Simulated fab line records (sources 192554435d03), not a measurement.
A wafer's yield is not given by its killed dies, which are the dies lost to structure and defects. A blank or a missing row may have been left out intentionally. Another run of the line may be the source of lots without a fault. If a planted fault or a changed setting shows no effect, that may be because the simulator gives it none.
Matching of chambers | flow n5_finfet | 4 sister chambers for N5_BEOL_M7_STRIP_67 on rie_diel-04
The step strips in CF4. 4 wafers are shown with their chamber, then 12 later ones without.

WAFERS, EACH WITH ITS CHAMBER
wafer  | chamber | drypump_motor_current_A (A)
L089.6 | 0       | 5.9
L094.1 | 1       | 5.2
L094.2 | 2       | 5.7
L094.3 | 3       | 5.2

WAFERS WITHOUT THEIR CHAMBER
wafer  | drypump_motor_current_A (A)
L094.4 | 5.9
L094.5 | 5.2
L094.6 | 5.7
L096.1 | 5.9
L096.2 | 5.7
L096.3 | 5.1
L096.4 | 5.3
L096.5 | 5.1
L096.6 | 5.9
L097.2 | 5.2
L097.3 | 5.9
L097.5 | 5.2

WHICH CHAMBER EACH ONE RAN IN
wafer  | from the rows above     | in truth
L094.4 | 0                       | 0
L094.5 | can't be placed: 1 or 3 | 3
L094.6 | 2                       | 2
L096.1 | 0                       | 0
L096.2 | 2                       | 2
L096.3 | can't be placed: 1 or 3 | 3
L096.4 | can't be placed: 1 or 3 | 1
L096.5 | can't be placed: 1 or 3 | 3
L096.6 | 0                       | 0
L097.2 | can't be placed: 1 or 3 | 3
L097.3 | 0                       | 0
L097.5 | can't be placed: 1 or 3 | 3
6 of 12 placed correctly. Not placeable from these rows: 6 (in 6, the candidates include the true chamber). Placed wrongly: 0.
How it was worked out, from the rows above alone: a wafer's distance from a chamber is the root of the sum, over the readings, of the square of ((its reading less the chamber's mean) divided by the reading's scatter). The wafer belongs to the nearest chamber; if the next one is less than 2 further off, it can't be placed. The mean given for a chamber averages the wafers shown for that chamber. The scatter: with one shown wafer a chamber, the root of the mean of the squares of how far each hidden wafer lies from its nearest shown one.
